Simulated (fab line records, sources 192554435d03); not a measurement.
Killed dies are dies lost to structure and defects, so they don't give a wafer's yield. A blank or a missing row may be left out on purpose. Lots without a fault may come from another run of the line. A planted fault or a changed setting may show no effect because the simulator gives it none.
One fault seen from 3 desks | flow n5_finfet | each desk has only its own numbers; what lay behind them comes last

THE DEFECT DESK
What the inspections along the route counted, lot by lot: means of the sampled wafers that have a number. A lot is out of limits, marked OUT, if its mean lies more than 4 standard deviations from the usual mean; the brackets give that distance.
Columns: A = raw_defect_count at N5_ZERO_LAYER_INSPECT_20, usual 38; B = raw_defect_count at N5_WELL_APT_INSPECT_10, usual 1.9
lot  | first seen here | A  | B
L618 | day 1 13:25     | 43 | 1.7
L619 | day 1 19:17     | 32 | 1.0
L622 | day 2 13:26     | 69 | 1.3
L623 | day 2 19:26     | 26 | 2.3
L624 | day 3 01:25     | 23 | 1.3
L625 | day 3 07:53     | 45 | 3.0
L627 | day 3 19:24     | 55 | 1.0
L634 | day 5 13:25     | 27 | 3.0
L637 | day 6 07:23     | 33 | 1.3
L640 | day 7 01:17     | 25 | 3.0
L641 | day 7 07:23     | 60 | 1.7
This desk's finding: nothing out of limits on any of the 11 lots.

THE METROLOGY DESK
What the gauges read, lot by lot, whatever tool the lot ran on: means of the sampled wafers that have a number. A lot is out of limits, marked OUT, if its mean lies more than 4 standard deviations from the usual mean; the brackets give that distance. Of its 11 readings 7 are shown: those that lie furthest out on some lot.
Columns: A = cd_nm at N5_WELL_APT_CD_MEAS_08, usual 199.3 nm; B = DIBL_P at N5_BEOL_M4_RC_MEAS_101, usual 37.5 mV/V; C = IOFF_N at N5_BEOL_M4_RC_MEAS_101, usual 0.18 nA/um; D = IOFF_P at N5_BEOL_M4_RC_MEAS_101, usual 0.24 nA/um; E = SS_P at N5_BEOL_M4_RC_MEAS_101, usual 73.6 mV/dec; F = VT_N at N5_BEOL_M4_RC_MEAS_101, usual 249 mV; G = VT_P at N5_BEOL_M4_RC_MEAS_101, usual -249 mV
lot  | first seen here | A     | B    | C    | D    | E    | F   | G
L618 | day 1 13:50     | 200.6 | 38.0 | 0.19 | 0.24 | 73.2 | 248 | -248
L619 | day 1 19:35     | 201.1 | 39.2 | 0.17 | 0.24 | 74.4 | 249 | -250
L622 | day 2 13:44     | 199.2 | 36.2 | 0.15 | 0.24 | 73.5 | 250 | -247
L623 | day 2 19:52     | 200.4 | 36.8 | 0.18 | 0.22 | 73.6 | 249 | -251
L624 | day 3 01:50     | 197.7 | 36.6 | 0.17 | 0.24 | 74.1 | 249 | -248
L625 | day 3 08:11     | 198.6 | 37.6 | 0.17 | 0.24 | 73.6 | 250 | -250
L627 | day 3 19:42     | 191.9 | 38.5 | 0.18 | 0.26 | 73.7 | 250 | -246
L634 | day 5 13:43     | 201.5 | 34.7 | 0.13 | 0.18 | 72.5 | 254 | -254
L637 | day 6 07:49     | 199.4 | 37.4 | 0.19 | 0.24 | 73.0 | 248 | -246
L640 | day 7 01:42     | 198.4 | 38.1 | 0.19 | 0.24 | 74.1 | 245 | -251
L641 | day 7 07:49     | 198.8 | 37.0 | 0.17 | 0.20 | 73.4 | 249 | -252
This desk's finding: nothing out of limits on any of the 11 lots.

THE TOOL OWNER'S DESK: krf_scanner-01
The tool's own readings at N5_WELL_APT_EXPOSE_05 (exposes mask NWELL, defocus 0 nm, target cd 200 nm): means of the sampled wafers that have a number, for each lot that ran on this tool. A lot is out of limits, marked OUT, if its mean lies more than 4 standard deviations from the usual mean; the brackets give that distance.
Columns: A = exposure_dose_mJ_cm2 at N5_WELL_APT_EXPOSE_05, usual 20.290
lot  | first seen here | A
L622 | day 2 13:34     | 20.298
L624 | day 3 01:40     | 20.296
L625 | day 3 08:01     | 20.282
L627 | day 3 19:32     | 20.319
L641 | day 7 07:38     | 20.291
This desk's finding: nothing out of limits on any of the 5 lots.

PUT TOGETHER
The defect desk saw nothing out of limits.
The metrology desk saw nothing out of limits.
The tool owner's desk saw nothing out of limits.

WHAT THE SIMULATOR HAD PUT IN
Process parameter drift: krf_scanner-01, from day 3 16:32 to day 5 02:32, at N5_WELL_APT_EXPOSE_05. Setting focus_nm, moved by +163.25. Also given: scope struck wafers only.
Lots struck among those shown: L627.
